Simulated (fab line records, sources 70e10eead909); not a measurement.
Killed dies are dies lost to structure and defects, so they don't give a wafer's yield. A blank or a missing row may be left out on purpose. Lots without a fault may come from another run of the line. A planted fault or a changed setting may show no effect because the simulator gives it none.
A struck lot beside a sound one | flow nand_harc | 13 steps out of a route of 1302
Sound: wafers L456.3, L456.5, L456.6. Struck: wafers L473.4, L473.6. (L473.5 of the same lot was not struck and is left out.) The cause comes at the end.
At each step with rows: each side's tool, then ch and its chambers, then its first start. Under that, the readings that differ: sound wafers | struck wafers | difference of the means | sigmas: that difference in standard deviations of wafers without a fault.
alike: readings whose means differ by less than 2 such deviations, and words and numbers that are the same on both sides. not compared: withheld readings, readings that some wafer has no value for, bounds like >300 that may hide the same value, and numbers for which the record gives no deviation and whose values overlap.
The two part at a step that has a row with sigmas, a row that says differs or no value, or rows on one side only. Numbers that don't overlap but have no deviation are shown without sigmas and don't part them. A reading that every wafer of one side lacks parts them only if that side has two wafers or more.

NHARC_A_SLIT_CD_MEAS_21:
  sound on cd_sem-01, day 22 13:53; struck on cd_sem-01, day 29 14:09
  alike: cd_nm
then, 3 steps without rows for these wafers: NHARC_A_SIN_REMOVE_WET_00 (chemistry H3PO4, time 15300 s); NHARC_A_SIN_REMOVE_PRECLEAN_01 (cleans in SC1); NHARC_A_SIN_REMOVE_SRD_02.
NHARC_A_SIN_REMOVE_INSPECT_04:
  sound on defect_inspect-02, day 22 20:38; struck on defect_inspect-02, day 29 19:32
  alike: raw_defect_count
NHARC_A_WL_FILL_ALD_00: deposits Al2O3, target thk 3 nm, pulse time 3 s, ald cycles 30.
  sound on ald_hk-02 ch 2,3, day 22 20:41; struck on ald_hk-02 ch 0,2, day 29 19:41
  alike: heater_power_w, precursor_pulse_height_rel
then, 1 step without rows for these wafers: NHARC_A_WL_FILL_RTA_01 (time 5 s).
NHARC_A_WL_FILL_ALD_02: deposits TiN, target thk 2 nm, pulse time 3 s, ald cycles 100.
  sound on ald_metal-04 ch 1,2,3, day 22 21:17; struck on ald_metal-03 ch 2,3, day 29 20:08
  alike: heater_power_w, precursor_pulse_height_rel
NHARC_A_WL_FILL_CVD_03: deposits W, target thk 40 nm, time 279 s.
  sound on cvd_w-02 ch 0,1, day 22 21:43; struck on cvd_w-02 ch 0,1, day 29 20:41
  alike: heater_power_w, mfc_h2_sccm, throttle_valve_pct
NHARC_A_WL_FILL_ETCHBACK_04: etches the open film in NF3, target depth 60 nm, time 120 s.
  sound on rie_metal-01 ch 0,1, day 22 22:03; struck on rie_metal-01 ch 1, day 29 21:01
  reading               | sound             | struck      | difference | sigmas
  oes_product_au (a.u.) | 0.991 0.998 0.996 | 1.014 1.007 | +0.015     | +2
  alike: drypump_motor_current_A, run_length_s
  not compared: rf_hours_counter_h
NHARC_A_WL_FILL_ETCHBACK_05: etches the open film in Cl2/BCl3, target depth 22 nm, time 60 s.
  sound on rie_metal-01 ch 0,1, day 22 22:15; struck on rie_metal-01 ch 1, day 29 21:11
  reading          | sound          | struck    | difference | sigmas
  run_length_s (s) | 82.2 81.1 82.0 | 96.2 95.9 | +14.3      | +29
  alike: drypump_motor_current_A, oes_product_au
  not compared: rf_hours_counter_h
NHARC_A_WL_FILL_STRIP_27: strips in N2/H2, time 20 s.
  sound on plasma_asher-02 ch 0,1, day 22 22:25; struck on plasma_asher-02 ch 1, day 29 21:21
  alike: drypump_motor_current_A, heater_power_w
  not compared: rf_hours_counter_h
-- the record jumps here: 4 days lie between the struck wafers' starts before and after (it left off in module A_WL_FILL and takes up again in module END, whose first step shown is number 1302 of the route) --
NHARC_END_SORT_01:
  the record has rows for the struck wafers here (prober-01 ch 0, day 34 02:52) and none for the sound ones

WHERE THEY PART
First at NHARC_A_WL_FILL_ETCHBACK_04; last, within this record, at NHARC_END_SORT_01.

WHY: what the simulator had put in
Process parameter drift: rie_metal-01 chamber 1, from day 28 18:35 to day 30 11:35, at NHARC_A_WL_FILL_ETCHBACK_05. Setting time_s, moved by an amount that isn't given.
